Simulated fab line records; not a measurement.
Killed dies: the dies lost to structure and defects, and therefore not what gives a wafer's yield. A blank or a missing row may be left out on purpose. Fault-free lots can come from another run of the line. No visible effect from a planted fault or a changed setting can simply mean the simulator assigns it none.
The tool behind it: which one?	flow nand-harc	24 lots, 72 wafers sampled, at 5 steps of a route of 1302

WHAT EACH GAUGE READ, for each wafer
NHARC_P_M1_THK_MEAS_24: measures by xrf. Usual: thk-nm 157.5 nm, standard deviation 1.6.
lot	measured	on	thk-nm (nm)	flag
L074	day 6 14:47	film-metro-02	156.9 156.8 156.2	
L075	day 6 20:40	film-metro-02	159.5 158.3 159.8	
L076	day 7 01:29	film-metro-01	156.4 156.2 157.1	
L077	day 7 18:31	film-metro-01	158.6 160.5 158.3	
L078	day 8 02:32	film-metro-01	161.7 153.8 158.3	
L079	day 8 07:26	film-metro-01	155.1 156.0 156.7	
L080	day 8 23:23	film-metro-01	157.2 158.2 156.9	
L081	day 9 00:40	film-metro-01	156.3 156.1 155.1	
L082	day 9 11:14	film-metro-01	158.2 159.7 158.6	
L083	day 10 00:58	film-metro-01	157.3 156.5 154.6	
L084	day 10 14:54	film-metro-02	159.4 155.2 156.4	
L085	day 10 17:45	film-metro-02	157.8 157.0 157.8	
L086	day 11 11:42	film-metro-02	158.0 157.8 157.7	
L088	day 12 09:37	film-metro-01	157.4 155.7 155.8	
L087	day 12 10:28	film-metro-02	159.3 157.7 158.5	
L089	day 12 11:20	film-metro-01	158.6 160.5 158.4	
L090	day 13 01:07	film-metro-02	155.2 155.4 154.0	
L091	day 13 10:55	film-metro-02	160.0 158.3 158.4	
L092	day 13 21:31	film-metro-01	159.7 157.7 157.3	
L093	day 14 01:46	film-metro-02	156.7 156.6 155.8	
L094	day 14 16:16	film-metro-01	159.0 159.1 159.5	
L095	day 15 03:03	film-metro-01	158.3 159.4 156.8	
L096	day 15 07:33	film-metro-02	159.5 157.1 157.2	
L097	day 15 23:34	film-metro-01	157.6 158.4 155.6	

NHARC_A_ONON_D2_THK_MEAS_18: measures by ellipsometry. Usual: thk-nm 998 nm, standard deviation 8.7.
lot	measured	on	thk-nm (nm)	flag
L074	day 13 02:15	film-metro-02	1000 997 999	
L075	day 13 02:14	film-metro-01	1002 1004 1004	
L076	day 13 11:28	film-metro-01	995 993 993	
L077	day 14 01:35	film-metro-01	988 987 988	
L078	day 14 12:46	film-metro-02	997 999 997	
L079	day 14 12:46	film-metro-01	999 1001 1000	
L080	day 15 07:20	film-metro-01	1002 1003 1001	
L081	day 15 07:20	film-metro-02	992 992 992	
L082	day 16 18:59	film-metro-01	1002 998 1000	
L083	day 16 18:59	film-metro-01	991 995 994	
L084	day 17 00:01	film-metro-01	1004 1005 1005	
L085	day 17 00:01	film-metro-01	999 998 999	
L086	day 18 04:25	film-metro-02	995 995 995	
L088	day 18 18:39	film-metro-01	1002 1002 1001	
L087	day 18 18:38	film-metro-02	1007 1006 1008	
L089	day 18 18:39	film-metro-02	1003 1002 1004	
L090	day 19 10:41	film-metro-01	1003 1003 1005	
L091	day 19 22:55	film-metro-02	982 985 985	
L092	day 20 14:47	film-metro-01	996 993 993	
L093	day 20 14:48	film-metro-02	1010 1011 1008	
L094	day 21 00:53	film-metro-02	985 983 981	
L095	day 21 18:43	film-metro-01	1006 1005 1006	
L096	day 22 01:23	film-metro-01	1008 1009 1010	
L097	day 22 13:58	film-metro-02	973 974 975	

WHICH TOOL RAN EACH LOT (tool, then ch and the chambers of the sampled wafers, then the start)
lot	NHARC_P_M1_CMP_23	NHARC_A_ZERO_WELL_ETCH_19	NHARC_A_CHANNEL_FILL_D1_STRIP_28
L074	cmp-02 ch 1,3, day 6 14:30	rie-diel-10 ch 1,2,3, day 7 01:26	rie-diel-01 ch 2,3, day 10 05:02
L075	cmp-04 ch 0,2,3, day 6 20:20	rie-diel-04 ch 0,2,3, day 7 07:08	rie-diel-06 ch 0,1,2, day 10 05:02
L076	cmp-02 ch 1,2, day 7 01:11	rie-diel-10 ch 0,2,3, day 7 11:56	rie-diel-01 ch 0,3, day 10 16:56
L077	cmp-02 ch 0,3, day 7 18:12	rie-diel-10 ch 0,1,3, day 8 05:53	rie-diel-02 ch 0,1,2, day 11 05:42
L078	cmp-02 ch 0,3, day 8 02:13	rie-diel-13 ch 0,2,3, day 8 13:10	rie-diel-01 ch 0,1,2, day 11 15:56
L079	cmp-02 ch 1,2, day 8 07:08	rie-diel-10 ch 0,2,3, day 8 18:00	rie-diel-06 ch 0,1,2, day 11 15:56
L080	cmp-02 ch 1,2, day 8 23:06	rie-diel-10 ch 1,2,3, day 9 09:48	rie-diel-06 ch 0,1,3, day 12 12:22
L081	cmp-04 ch 1,2, day 9 00:21	rie-diel-10 ch 0,1,2, day 9 11:28	rie-diel-01 ch 0,1,2, day 12 12:22
L082	cmp-04 ch 2,3, day 9 10:55	rie-diel-04 ch 0,1,2, day 9 21:20	rie-diel-02 ch 0,3, day 13 20:09
L083	cmp-04 ch 1,3, day 10 00:41	rie-diel-10 ch 0,1,3, day 10 11:49	rie-diel-01 ch 0,2, day 13 20:09
L084	cmp-04 ch 0,1,3, day 10 14:38	rie-diel-04 ch 1,2, day 11 01:07	rie-diel-02 ch 0,1,3, day 14 05:43
L085	cmp-03 ch 2,3, day 10 17:26	rie-diel-04 ch 0,3, day 11 04:08	rie-diel-02 ch 1,2, day 14 02:09
L086	cmp-04 ch 0,1,2, day 11 11:25	rie-diel-10 ch 0,1,3, day 11 21:59	rie-diel-01 ch 1,3, day 15 04:22
L088	cmp-03 ch 0,3, day 12 09:17	rie-diel-10 ch 0,1, day 12 19:57	rie-diel-02 ch 0,2,3, day 15 19:31
L087	cmp-04 ch 0,2,3, day 12 10:13	rie-diel-10 ch 0,1,3, day 12 20:50	rie-diel-01 ch 0,1,2, day 15 19:32
L089	cmp-02 ch 1,2,3, day 12 11:04	rie-diel-10 ch 0,1,3, day 12 21:50	rie-diel-01 ch 0,1,3, day 15 23:05
L090	cmp-03 ch 1,3, day 13 00:47	rie-diel-10 ch 0,1,3, day 13 11:28	rie-diel-01 ch 1,2, day 16 12:14
L091	cmp-02 ch 0,2, day 13 10:37	rie-diel-13 ch 0,2,3, day 13 21:20	rie-diel-02 ch 1,2,3, day 17 01:23
L092	cmp-03 ch 0,1,3, day 13 21:16	rie-diel-13 ch 0,1,3, day 14 08:29	rie-diel-06 ch 2,3, day 17 11:53
L093	cmp-02 ch 0,1, day 14 01:26	rie-diel-04 ch 0,3, day 14 12:22	rie-diel-01 ch 0,3, day 17 11:52
L094	cmp-04 ch 0,1, day 14 15:58	rie-diel-04 ch 0,1,3, day 15 02:42	rie-diel-02 ch 1,2,3, day 18 05:00
L095	cmp-03 ch 0,2,3, day 15 02:44	rie-diel-10 ch 0,2,3, day 15 13:51	rie-diel-02 ch 0,1,3, day 18 17:20
L096	cmp-02 ch 1,2,3, day 15 07:14	rie-diel-10 ch 0,1,3, day 15 18:02	rie-diel-06 ch 0,1,2, day 18 21:46
L097	cmp-04 ch 1,2, day 15 23:17	rie-diel-10 ch 2,3, day 16 09:55	rie-diel-02 ch 0,1, day 19 15:53
- NHARC_P_M1_CMP_23: polishes, t overpolish 20 s, target thk 157.82 nm.
- NHARC_A_ZERO_WELL_ETCH_19: etches the open film in N2/H2, target depth 80 nm, overetch 24 nm, time 87.88 s.
- NHARC_A_CHANNEL_FILL_D1_STRIP_28: strips in O2, time 20 s.

AS READ BY THE TOOLS THEMSELVES (means over the sampled wafers that have a number; for cases with no such wafer, the mark the record gives instead)
NHARC_P_M1_CMP_23. Usual: motor-current-A 12.3 A, standard deviation 1.2; time-to-endpoint-s 28.9 s, standard deviation 2.8.
lot	tool	motor-current-A (A)	time-to-endpoint-s (s)	flag
L074	cmp-02	12.0	24.3	
L075	cmp-04	12.8	28.6	
L076	cmp-02	12.5	26.1	
L077	cmp-02	12.3	31.7	
L078	cmp-02	11.6	30.5	
L079	cmp-02	12.6	25.1	
L080	cmp-02	12.4	27.2	
L081	cmp-04	11.6	28.3	
L082	cmp-04	12.2	29.9	
L083	cmp-04	13.3	29.1	
L084	cmp-04	12.5	28.7	
L085	cmp-03	12.2	26.3	
L086	cmp-04	12.0	33.6	
L088	cmp-03	13.2	26.5	
L087	cmp-04	13.0	29.3	
L089	cmp-02	12.4	31.1	
L090	cmp-03	11.1	26.3	
L091	cmp-02	12.8	31.2	
L092	cmp-03	12.1	27.1	
L093	cmp-02	13.0	29.6	
L094	cmp-04	11.9	31.2	
L095	cmp-03	13.0	28.0	
L096	cmp-02	12.0	35.0	
L097	cmp-04	11.0	29.2	

NHARC_A_ZERO_WELL_ETCH_19. Usual: drypump-motor-current-A 5.8 A, standard deviation 0.32; oes-product-au 1.000 a.u., standard deviation 0.012; rf-fwd-power-W 397.1 W, standard deviation 1.4; rf-vpp-V 430.6 V, standard deviation 2.7; showerhead-plenum-p-Torr 2.04 Torr, standard deviation 0.097; throttle-valve-pct 14.171 %, standard deviation 0.0082.
lot	tool	drypump-motor-current-A (A)	oes-product-au (a.u.)	rf-fwd-power-W (W)	rf-vpp-V (V)	showerhead-plenum-p-Torr (Torr)	throttle-valve-pct (%)	flag
L074	rie-diel-10	5.9	0.991	396.5	430.2	2.05	14.167	
L075	rie-diel-04	5.6	1.008	397.2	430.5	2.03	14.165	
L076	rie-diel-10	5.9	0.997	397.8	430.3	2.03	14.167	
L077	rie-diel-10	5.9	1.003	397.5	432.3	2.11	14.175	
L078	rie-diel-13	5.8	1.001	397.9	428.3	1.97	14.167	
L079	rie-diel-10	5.9	0.991	397.4	430.0	2.03	14.171	
L080	rie-diel-10	5.9	0.998	398.6	431.3	2.05	14.168	
L081	rie-diel-10	5.8	0.995	397.0	431.5	2.10	14.172	
L082	rie-diel-04	5.4	1.003	394.7	428.9	1.99	14.182	
L083	rie-diel-10	5.9	1.000	397.6	432.4	2.11	14.171	
L084	rie-diel-04	5.5	0.991	395.6	428.9	2.00	14.176	
L085	rie-diel-04	5.6	1.008	396.0	430.1	2.03	14.169	
L086	rie-diel-10	5.9	1.001	395.8	432.6	2.11	14.170	
L088	rie-diel-10	5.8	1.001	397.5	434.9	2.19	14.181	
L087	rie-diel-10	5.9	1.000	398.4	432.2	2.11	14.176	
L089	rie-diel-10	5.9	1.000	398.2	431.9	2.11	14.165	
L090	rie-diel-10	5.9	0.990	397.2	432.9	2.11	14.174	
L091	rie-diel-13	5.8	0.996	395.7	428.5	1.95	14.165	
L092	rie-diel-13	5.5	1.004	397.4	429.4	1.96	14.162	
L093	rie-diel-04	5.6	1.003	396.8	430.4	2.03	14.171	
L094	rie-diel-04	5.5	0.997	397.0	429.5	1.99	14.162	
L095	rie-diel-10	5.9	0.998	396.1	430.2	2.03	14.177	
L096	rie-diel-10	5.9	0.996	397.3	432.1	2.11	14.169	
L097	rie-diel-10	6.0	1.005	396.7	428.4	1.97	14.171	

NHARC_A_CHANNEL_FILL_D1_STRIP_28. Usual: drypump-motor-current-A 5.8 A, standard deviation 0.42; oes-product-au 1.000 a.u., standard deviation 0.0086; rf-vpp-V 57.7 V, standard deviation 0.89; showerhead-plenum-p-Torr 3.52 Torr, standard deviation 0.14; throttle-valve-pct 17.037 %, standard deviation 0.0099.
lot	tool	drypump-motor-current-A (A)	oes-product-au (a.u.)	rf-vpp-V (V)	showerhead-plenum-p-Torr (Torr)	throttle-valve-pct (%)	flag
L074	rie-diel-01	6.1	1.001	58.6	3.62	17.048	
L075	rie-diel-06	5.5	1.009	57.8	3.58	17.039	
L076	rie-diel-01	6.1	0.994	58.1	3.56	17.041	
L077	rie-diel-02	5.5	1.001	58.1	3.41	17.035	
L078	rie-diel-01	5.8	1.007	56.9	3.49	17.039	
L079	rie-diel-06	5.5	0.994	57.0	3.57	17.046	
L080	rie-diel-06	5.6	1.001	57.6	3.65	17.040	
L081	rie-diel-01	5.8	1.008	57.6	3.49	17.047	
L082	rie-diel-02	5.6	1.010	57.7	3.43	17.041	
L083	rie-diel-01	5.5	1.003	57.5	3.40	17.038	
L084	rie-diel-02	5.6	1.002	57.6	3.43	17.036	
L085	rie-diel-02	5.6	0.997	57.9	3.46	17.039	
L086	rie-diel-01	6.5	1.005	57.8	3.64	17.032	
L088	rie-diel-02	5.6	1.001	57.7	3.41	17.041	
L087	rie-diel-01	5.8	1.002	57.2	3.49	17.034	
L089	rie-diel-01	6.2	0.999	57.7	3.54	17.032	
L090	rie-diel-01	5.7	1.005	58.2	3.54	17.042	
L091	rie-diel-02	5.6	0.997	57.6	3.47	17.042	
L092	rie-diel-06	5.7	0.994	57.8	3.64	17.034	
L093	rie-diel-01	5.8	0.995	57.8	3.46	17.035	
L094	rie-diel-02	5.6	0.994	57.8	3.47	17.028	
L095	rie-diel-02	5.6	1.009	57.4	3.42	17.032	
L096	rie-diel-06	5.6	0.992	58.8	3.57	17.031	
L097	rie-diel-02	5.5	1.004	56.7	3.36	17.035	

THE ANSWER, worked out from the rows above alone
Rule: lot off if the mean of its wafers having a number is beyond 3 standard deviations from the usual mean. Also off: a lot with no number at a reading for which 4 or more lots have one. The other lots that the step has rows for count as sound. After the gauges, taken in route order, come the tools' own readings; for these a lot's mean is taken, as printed above. At the first step where some lot is off, the reading lying furthest off is the one used; lots without a number count as furthest.
None of the lots is off at any reading shown; this tells nothing.

WHAT HAD BEEN PUT IN BY THE SIMULATOR
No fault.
